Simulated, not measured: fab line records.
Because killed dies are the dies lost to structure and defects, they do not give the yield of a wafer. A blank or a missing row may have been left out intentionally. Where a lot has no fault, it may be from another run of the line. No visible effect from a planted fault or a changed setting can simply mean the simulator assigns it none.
Which tool did it? | flow nand harc | 24 lots, 72 wafers sampled, at 3 steps of a route of 1302

== WHAT EACH GAUGE READ, for each wafer ==
NHARC_A_ONON_D2_THK_MEAS_18: measures by ellipsometry. Usual: 998 nm for thk nm, sd 8.6.
lot  | measured     | on            | thk nm (nm)    | flag
L074 | day 12 23:41 | film metro-02 | 1013 1013 1014 |
L075 | day 12 23:41 | film metro-02 | 1002 1006 1004 |
L076 | day 13 13:18 | film metro-01 | 998 998 998    |
L078 | day 14 08:41 | film metro-01 | 997 996 996    |
L077 | day 14 08:41 | film metro-02 | 985 989 989    |
L079 | day 15 04:19 | film metro-01 | 998 997 998    |
L080 | day 15 18:07 | film metro-02 | 1020 1018 1018 |
L081 | day 15 18:06 | film metro-01 | 992 991 992    |
L082 | day 16 05:32 | film metro-02 | 985 989 988    |
L083 | day 16 18:17 | film metro-01 | 1001 1003 1001 |
L084 | day 17 07:22 | film metro-02 | 998 997 998    |
L086 | day 18 00:26 | film metro-02 | 997 996 998    |
L085 | day 18 00:25 | film metro-01 | 988 987 988    |
L088 | day 19 03:33 | film metro-02 | 992 990 990    |
L087 | day 19 10:50 | film metro-01 | 1006 1006 1006 |
L090 | day 19 10:50 | film metro-01 | 994 994 994    |
L089 | day 19 10:50 | film metro-02 | 997 994 997    |
L091 | day 19 23:24 | film metro-02 | 1006 1004 1004 |
L092 | day 19 23:24 | film metro-01 | 987 983 983    |
L094 | day 21 05:26 | film metro-01 | 1005 1006 1006 |
L093 | day 21 05:26 | film metro-01 | 995 996 995    |
L095 | day 22 01:16 | film metro-02 | 1012 1010 1009 |
L096 | day 22 01:34 | film metro-02 | 991 992 991    |
L097 | day 22 08:33 | film metro-01 | 1008 1008 1007 |

NHARC_A_ONON_D2_THK_MEAS_30: measures by ellipsometry. Usual: 1000 nm for thk nm, sd 9.7.
lot  | measured     | on            | thk nm (nm)    | flag
L074 | day 13 01:57 | film metro-01 | 1007 1007 1006 |
L075 | day 13 01:56 | film metro-02 | 1012 1012 1013 |
L076 | day 13 15:34 | film metro-02 | 1002 1004 1003 |
L078 | day 14 10:57 | film metro-01 | 996 996 995    |
L077 | day 14 10:56 | film metro-01 | 1004 1002 1002 |
L079 | day 15 06:35 | film metro-02 | 995 999 997    |
L080 | day 15 20:23 | film metro-02 | 990 990 990    |
L081 | day 15 20:22 | film metro-01 | 1003 1005 1006 |
L082 | day 16 07:47 | film metro-01 | 1011 1014 1012 |
L083 | day 16 20:34 | film metro-01 | 996 997 996    |
L084 | day 17 09:38 | film metro-02 | 982 981 980    |
L086 | day 18 02:44 | film metro-01 | 1000 1001 1000 |
L085 | day 18 02:41 | film metro-02 | 1000 999 999   |
L088 | day 19 05:49 | film metro-01 | 996 995 995    |
L087 | day 19 13:05 | film metro-02 | 1029 1026 1026 |
L090 | day 19 13:16 | film metro-01 | 995 993 996    |
L089 | day 19 13:27 | film metro-02 | 985 985 985    |
L091 | day 20 01:40 | film metro-02 | 1005 1005 1006 |
L092 | day 20 01:40 | film metro-01 | 1001 1001 1003 |
L094 | day 21 07:42 | film metro-02 | 997 997 995    |
L093 | day 21 07:43 | film metro-01 | 990 990 992    |
L095 | day 22 03:31 | film metro-01 | 1010 1011 1011 |
L096 | day 22 03:52 | film metro-01 | 995 994 996    |
L097 | day 22 10:49 | film metro-01 | 1008 1007 1006 |

== TOOL THAT RAN EACH LOT (tool first, then ch and the chambers of the sampled wafers, then the start) ==
lot  | NHARC_A_DECK1_JOINT_ETCHBACK_07
L074 | rie si-06 ch 0,1, day 11 02:05
L075 | rie si-05 ch 1,2,3, day 11 02:07
L076 | rie si-05 ch 0,1,2, day 11 08:50
L078 | rie si-02 ch 0,2, day 12 06:46
L077 | rie si-02 ch 0,2, day 12 10:25
L079 | rie si-06 ch 0,1,3, day 12 21:41
L080 | rie si-02 ch 0,3, day 13 17:50
L081 | rie si-02 ch 0,3, day 13 17:58
L082 | rie si-02 ch 1,2, day 14 09:10
L083 | rie si-05 ch 0,1,3, day 14 20:36
L084 | rie si-06 ch 0,1, day 15 09:10
L086 | rie si-05 ch 0,1,3, day 15 21:04
L085 | rie si-06 ch 1,2,3, day 15 21:04
L088 | rie si-06 ch 1,2,3, day 17 06:07
L087 | rie si-05 ch 1,2,3, day 17 12:24
L090 | rie si-02 ch 0,1, day 17 12:25
L089 | rie si-05 ch 0,2,3, day 17 16:08
L091 | rie si-02 ch 1,3, day 18 04:59
L092 | rie si-05 ch 0,1,2, day 18 04:59
L094 | rie si-02 ch 0,1,3, day 19 04:22
L093 | rie si-06 ch 0,2,3, day 19 04:23
L095 | rie si-05 ch 2,3, day 20 00:10
L096 | rie si-05 ch 0,1,3, day 20 07:01
L097 | rie si-05 ch 1,2, day 20 11:21
- NHARC_A_DECK1_JOINT_ETCHBACK_07: etches the open film in HBr, target depth 105 nm, time 26.9 s.

== AS READ BY THE TOOLS THEMSELVES (means over the sampled wafers that have a number; for cases with no such wafer, the mark the record gives instead) ==
NHARC_A_DECK1_JOINT_ETCHBACK_07. Usual: drypump motor current A 5.5 A, standard deviation 0.42; oes product au 1.003 a.u., standard deviation 0.012; throttle valve pct 23.266 %, standard deviation 0.01.
lot  | tool      | drypump motor current A (A) | oes product au (a.u.) | throttle valve pct (%) | flag
L074 | rie si-06 | 5.2                         | 0.990                 | 23.265                 |
L075 | rie si-05 | 5.5                         | 0.998                 | 23.272                 |
L076 | rie si-05 | 5.7                         | 0.994                 | 23.268                 |
L078 | rie si-02 | 5.3                         | 1.006                 | 23.259                 |
L077 | rie si-02 | 5.4                         | 1.009                 | 23.273                 |
L079 | rie si-06 | 5.2                         | 1.006                 | 23.268                 |
L080 | rie si-02 | 5.1                         | 1.016                 | 23.271                 |
L081 | rie si-02 | 5.1                         | 1.014                 | 23.264                 |
L082 | rie si-02 | 5.8                         | 1.019                 | 23.267                 |
L083 | rie si-05 | 5.4                         | 1.002                 | 23.270                 |
L084 | rie si-06 | 5.3                         | 1.001                 | 23.258                 |
L086 | rie si-05 | 5.4                         | 0.994                 | 23.263                 |
L085 | rie si-06 | 5.6                         | 0.997                 | 23.261                 |
L088 | rie si-06 | 5.6                         | 1.004                 | 23.260                 |
L087 | rie si-05 | 5.5                         | 0.987                 | 23.272                 |
L090 | rie si-02 | 5.7                         | 1.004                 | 23.264                 |
L089 | rie si-05 | 5.5                         | 0.994                 | 23.267                 |
L091 | rie si-02 | 5.7                         | 1.005                 | 23.262                 |
L092 | rie si-05 | 5.7                         | 0.995                 | 23.278                 |
L094 | rie si-02 | 5.4                         | 1.013                 | 23.267                 |
L093 | rie si-06 | 5.5                         | 0.999                 | 23.265                 |
L095 | rie si-05 | 5.6                         | 1.005                 | 23.265                 |
L096 | rie si-05 | 5.4                         | 1.002                 | 23.267                 |
L097 | rie si-05 | 5.8                         | 0.997                 | 23.261                 |

== THE ANSWER, worked out from the rows above alone ==
Rule: a lot counts as off when the mean over its wafers that have a number is more than 3 standard deviations away from the usual mean. Also off: a lot with no number at a reading for which 4 or more lots have one. All remaining lots with rows at the step are treated as sound. Order of review: gauges by route order, followed by the tools' own readings, for which a lot's mean as printed above is used. The first step at which some lot is off is used, and at that step the reading that is off furthest; a lot without a number counts as furthest.
None of the lots is off at any reading shown; this tells nothing.

== WHAT THE SIMULATOR HAD INSERTED ==
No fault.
